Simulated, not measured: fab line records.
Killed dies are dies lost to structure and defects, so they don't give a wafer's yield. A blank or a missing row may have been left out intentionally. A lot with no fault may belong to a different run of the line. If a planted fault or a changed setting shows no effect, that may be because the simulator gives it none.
Matching of chambers :: flow n5 finfet :: 4 sister chambers for N5_BEOL_M2_ALD_98 on ald sin-04
The step deposits SiO2, target thk 2.5 nm, pulse time 1 s, co reactant pulse time 1 s. 4 wafers are shown with their chamber, then 8 later ones without.

WAFERS WITH THEIR CHAMBER
wafer: L081.2
chamber: 3
heater power w (W): 76

wafer: L090.5
chamber: 2
heater power w (W): 81

wafer: L091.6
chamber: 1
heater power w (W): 94

wafer: L094.1
chamber: 0
heater power w (W): 75

WAFERS MISSING THEIR CHAMBER
wafer: L094.2
heater power w (W): 83

wafer: L094.4
heater power w (W): 75

wafer: L096.1
heater power w (W): 91

wafer: L096.2
heater power w (W): 77

wafer: L096.3
heater power w (W): 84

wafer: L097.1
heater power w (W): 77

wafer: L097.2
heater power w (W): 77

wafer: L097.6
heater power w (W): 83

THE CHAMBER EACH PASSED THROUGH
wafer: L094.2
from the rows above: 2
in truth: 2

wafer: L094.4
from the rows above: can't be placed: 0 or 3
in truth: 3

wafer: L096.1
from the rows above: 1
in truth: 1

wafer: L096.2
from the rows above: can't be placed: 3 or 0 or 2
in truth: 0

wafer: L096.3
from the rows above: 2
in truth: 2

wafer: L097.1
from the rows above: can't be placed: 3 or 0 or 2
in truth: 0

wafer: L097.2
from the rows above: can't be placed: 3 or 0 or 2
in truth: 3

wafer: L097.6
from the rows above: 2
in truth: 2
Correctly placed: 4 of 8. Not placeable from these rows: 4 (in 4, the candidates include the true chamber). Wrongly placed: 0.
How it was worked out, from the rows above alone: a wafer's distance from a chamber is the root of the sum, over the readings, of the square of ((its reading less the chamber's mean) divided by the reading's scatter). If the next closest chamber is less than 2 further off than the closest, the wafer can't be placed; otherwise it belongs to the closest. Each chamber's mean is taken over the wafers shown for it. The scatter: root of mean squared gap, hidden wafer to nearest shown wafer, with one shown wafer a chamber.
